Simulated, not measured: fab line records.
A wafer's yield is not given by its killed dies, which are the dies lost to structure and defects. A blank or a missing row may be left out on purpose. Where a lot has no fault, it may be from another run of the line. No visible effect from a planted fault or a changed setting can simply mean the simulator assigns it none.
Which tool was responsible? ; flow nand-harc ; Sampling: 24 lots, 72 wafers, 5 of 1302 route steps

WHAT EACH GAUGE READ, for each wafer
NHARC_A_CHANNEL_FILL_D1_THK_MEAS_06: measures by ellipsometry. Usual: thk-nm 5.1 nm, standard deviation 0.99.
lot;measured;on;thk-nm (nm);flag
L074;day 10 06:04;film-metro-01;4.5 6.4 4.7;
L075;day 10 19:07;film-metro-02;5.7 4.6 6.2;
L076;day 11 09:58;film-metro-02;6.3 3.2 2.6;
L077;day 11 15:02;film-metro-01;5.3 4.6 5.1;
L078;day 12 00:38;film-metro-01;5.3 5.7 6.2;
L079;day 12 15:10;film-metro-01;4.6 4.9 4.4;
L081;day 13 11:42;film-metro-02;5.3 3.3 3.3;
L080;day 13 11:42;film-metro-01;3.5 5.2 6.1;
L082;day 13 16:33;film-metro-01;6.1 4.4 3.9;
L083;day 14 05:09;film-metro-02;4.4 4.4 4.3;
L084;day 14 05:09;film-metro-01;5.5 5.7 4.8;
L086;day 14 22:53;film-metro-02;6.9 3.7 7.4;
L085;day 14 22:53;film-metro-01;4.4 2.7 5.2;
L087;day 15 22:27;film-metro-01;6.1 5.9 4.9;
L088;day 16 18:35;film-metro-01;5.6 5.4 3.3;
L089;day 16 18:36;film-metro-01;5.4 6.2 6.3;
L090;day 17 09:04;film-metro-02;7.3 5.9 4.9;
L091;day 17 09:04;film-metro-01;4.5 5.2 5.3;
L092;day 18 02:37;film-metro-02;5.5 5.1 5.2;
L093;day 18 13:16;film-metro-01;4.5 4.7 3.5;
L094;day 19 04:07;film-metro-01;6.6 6.4 5.3;
L095;day 19 04:07;film-metro-02;3.5 4.1 4.2;
L096;day 19 12:58;film-metro-02;5.3 5.0 7.1;
L097;day 19 20:22;film-metro-02;5.5 5.2 6.2;

NHARC_A_DECK1_JOINT_THK_MEAS_17: measures by ellipsometry. Usual: thk-nm 45.0 nm, standard deviation 1.3.
lot;measured;on;thk-nm (nm);flag
L074;day 12 07:53;film-metro-02;44.3 44.0 44.1;
L075;day 12 20:13;film-metro-02;43.2 43.2 46.0;
L076;day 13 07:20;film-metro-01;46.7 45.1 45.1;
L077;day 13 07:20;film-metro-02;45.1 44.9 45.0;
L078;day 13 23:03;film-metro-01;46.5 45.7 47.2;
L079;day 14 17:40;film-metro-01;47.6 45.6 44.6;
L081;day 15 09:51;film-metro-01;46.1 45.1 45.3;
L080;day 15 09:46;film-metro-02;44.1 44.6 45.9;
L082;day 15 23:35;film-metro-02;45.3 43.2 46.6;
L083;day 16 02:34;film-metro-01;47.7 45.5 44.4;
L084;day 16 02:33;film-metro-01;45.5 47.1 45.9;
L086;day 17 01:36;film-metro-01;45.9 44.7 46.8;
L085;day 17 01:32;film-metro-01;45.2 46.6 46.9;
L087;day 18 00:08;film-metro-02;45.0 43.2 44.3;
L088;day 18 16:10;film-metro-01;42.7 44.0 44.3;
L089;day 18 16:10;film-metro-02;44.7 46.1 44.6;
L090;day 19 15:06;film-metro-02;43.7 45.4 46.0;
L091;day 19 15:05;film-metro-01;43.0 43.7 42.3;
L092;day 20 03:58;film-metro-02;43.5 42.2 46.4;
L093;day 20 19:38;film-metro-02;42.9 44.6 45.6;
L094;day 21 02:49;film-metro-02;45.6 46.2 44.5;
L095;day 21 02:53;film-metro-01;46.1 45.5 45.7;
L096;day 21 16:20;film-metro-01;43.6 44.8 45.4;
L097;day 22 08:05;film-metro-01;42.5 43.8 43.9;

NHARC_A_DECK1_JOINT_INSPECT_05. Usual: raw-defect-count 348, standard deviation 130.
lot;measured;on;raw-defect-count;flag
L074;day 12 07:56;defect-inspect-02;339 439 731;
L075;day 12 20:15;defect-inspect-02;411 278 330;
L076;day 13 07:22;defect-inspect-02;468 389 508;
L077;day 13 07:22;defect-inspect-01;452 342 523;
L078;day 13 23:05;defect-inspect-02;241 476 276;
L079;day 14 17:42;defect-inspect-01;499 389 479;
L081;day 15 09:53;defect-inspect-01;170 140 195;
L080;day 15 09:48;defect-inspect-02;288 354 284;
L082;day 15 23:37;defect-inspect-02;230 205 306;
L083;day 16 02:37;defect-inspect-01;471 386 647;
L084;day 16 02:35;defect-inspect-02;209 168 365;
L086;day 17 01:38;defect-inspect-02;526 371 503;
L085;day 17 01:34;defect-inspect-02;292 236 334;
L087;day 18 00:10;defect-inspect-02;402 587 329;
L088;day 18 16:12;defect-inspect-02;498 190 284;
L089;day 18 16:13;defect-inspect-01;169 191 184;
L090;day 19 15:08;defect-inspect-01;279 237 305;
L091;day 19 15:07;defect-inspect-02;389 682 316;
L092;day 20 04:00;defect-inspect-02;262 354 304;
L093;day 20 19:40;defect-inspect-01;351 271 203;
L094;day 21 02:52;defect-inspect-02;188 251 205;
L095;day 21 02:55;defect-inspect-01;384 464 443;
L096;day 21 16:22;defect-inspect-01;343 349 288;
L097;day 22 08:07;defect-inspect-02;323 264 177;

NHARC_A_ONON_D2_THK_MEAS_05: measures by ellipsometry. Usual: thk-nm 998 nm, standard deviation 11.
lot;measured;on;thk-nm (nm);flag
L074;day 12 09:04;film-metro-02;994 996 995;
L075;day 12 21:25;film-metro-01;1004 1003 1006;
L076;day 13 08:31;film-metro-01;994 994 995;
L077;day 13 08:31;film-metro-02;986 984 985;
L078;day 14 00:14;film-metro-01;995 996 997;
L079;day 14 18:50;film-metro-01;992 989 991;
L081;day 15 11:04;film-metro-02;980 978 978;
L080;day 15 10:56;film-metro-01;1003 1002 1002;
L082;day 16 00:46;film-metro-02;1008 1008 1009;
L083;day 16 03:52;film-metro-02;992 994 993;
L084;day 16 03:44;film-metro-02;1006 1005 1003;
L086;day 17 02:47;film-metro-01;968 967 967;
L085;day 17 02:43;film-metro-01;1009 1006 1007;
L087;day 18 01:19;film-metro-02;1020 1019 1019;
L088;day 18 17:20;film-metro-01;1005 1003 1006;
L089;day 18 17:38;film-metro-02;990 988 988;
L090;day 19 16:17;film-metro-01;1001 998 998;
L091;day 19 16:15;film-metro-02;1007 1006 1006;
L092;day 20 05:08;film-metro-01;994 994 992;
L093;day 20 20:49;film-metro-02;997 997 996;
L094;day 21 04:00;film-metro-01;1013 1014 1013;
L095;day 21 04:04;film-metro-02;1000 998 1001;
L096;day 21 17:31;film-metro-01;997 997 997;
L097;day 22 09:14;film-metro-01;1003 1003 1004;

EACH LOT AND THE TOOL THAT RAN IT (in order: tool; ch and the chambers of the sampled wafers; start)
lot;NHARC_A_DECK1_JOINT_CMP_02
L074;cmp-04 ch 0,1,2, day 12 07:17
L075;cmp-02 ch 0,3, day 12 19:33
L076;cmp-04 ch 0,1, day 13 06:40
L077;cmp-01 ch 0,2,3, day 13 06:43
L078;cmp-01 ch 0,1, day 13 22:22
L079;cmp-02 ch 2,3, day 14 17:01
L081;cmp-04 ch 0,1,3, day 15 09:07
L080;cmp-02 ch 0,1,3, day 15 09:07
L082;cmp-01 ch 0,2,3, day 15 22:55
L083;cmp-02 ch 1,2,3, day 16 01:54
L084;cmp-01 ch 1,2,3, day 16 01:55
L086;cmp-04 ch 2,3, day 17 00:58
L085;cmp-02 ch 0,2, day 17 00:52
L087;cmp-02 ch 0,2,3, day 17 23:29
L088;cmp-04 ch 1,3, day 18 15:30
L089;cmp-02 ch 1,2, day 18 15:31
L090;cmp-04 ch 1,2,3, day 19 14:27
L091;cmp-01 ch 1,3, day 19 14:24
L092;cmp-02 ch 0,1,3, day 20 03:16
L093;cmp-04 ch 1,2,3, day 20 18:59
L094;cmp-02 ch 0,1,2, day 21 02:11
L095;cmp-04 ch 0,1, day 21 02:08
L096;cmp-01 ch 1,2,3, day 21 15:41
L097;cmp-04 ch 0,3, day 22 07:26
- NHARC_A_DECK1_JOINT_CMP_02: polishes SiOx.

AS READ BY THE TOOLS THEMSELVES (means over the sampled wafers that have a number; for cases with no such wafer, the mark the record gives instead)
NHARC_A_DECK1_JOINT_CMP_02. Usual: motor-current-A 12.3 A, standard deviation 1.3.
lot;tool;motor-current-A (A);flag
L074;cmp-04;12.2;
L075;cmp-02;13.5;
L076;cmp-04;12.6;
L077;cmp-01;12.5;
L078;cmp-01;13.2;
L079;cmp-02;12.0;
L081;cmp-04;11.8;
L080;cmp-02;12.6;
L082;cmp-01;13.0;
L083;cmp-02;11.6;
L084;cmp-01;13.3;
L086;cmp-04;12.1;
L085;cmp-02;12.0;
L087;cmp-02;12.4;
L088;cmp-04;11.0;
L089;cmp-02;11.6;
L090;cmp-04;11.6;
L091;cmp-01;13.9;
L092;cmp-02;12.3;
L093;cmp-04;11.7;
L094;cmp-02;12.3;
L095;cmp-04;12.7;
L096;cmp-01;12.9;
L097;cmp-04;11.1;

THE ANSWER, worked out from the rows above alone
Rule: a lot counts as off when the mean over its wafers that have a number is more than 3 standard deviations away from the usual mean. Also off: a lot with no number at a reading for which 4 or more lots have one. The other lots that the step has rows for count as sound. After the gauges, taken in route order, come the tools' own readings; for these a lot's mean is taken, as printed above. The first step at which some lot is off is used, and at that step the reading that is off furthest; a lot without a number counts as furthest.
No lot is off at any reading shown: from this, nothing can be told.

WHAT HAD BEEN PUT IN BY THE SIMULATOR
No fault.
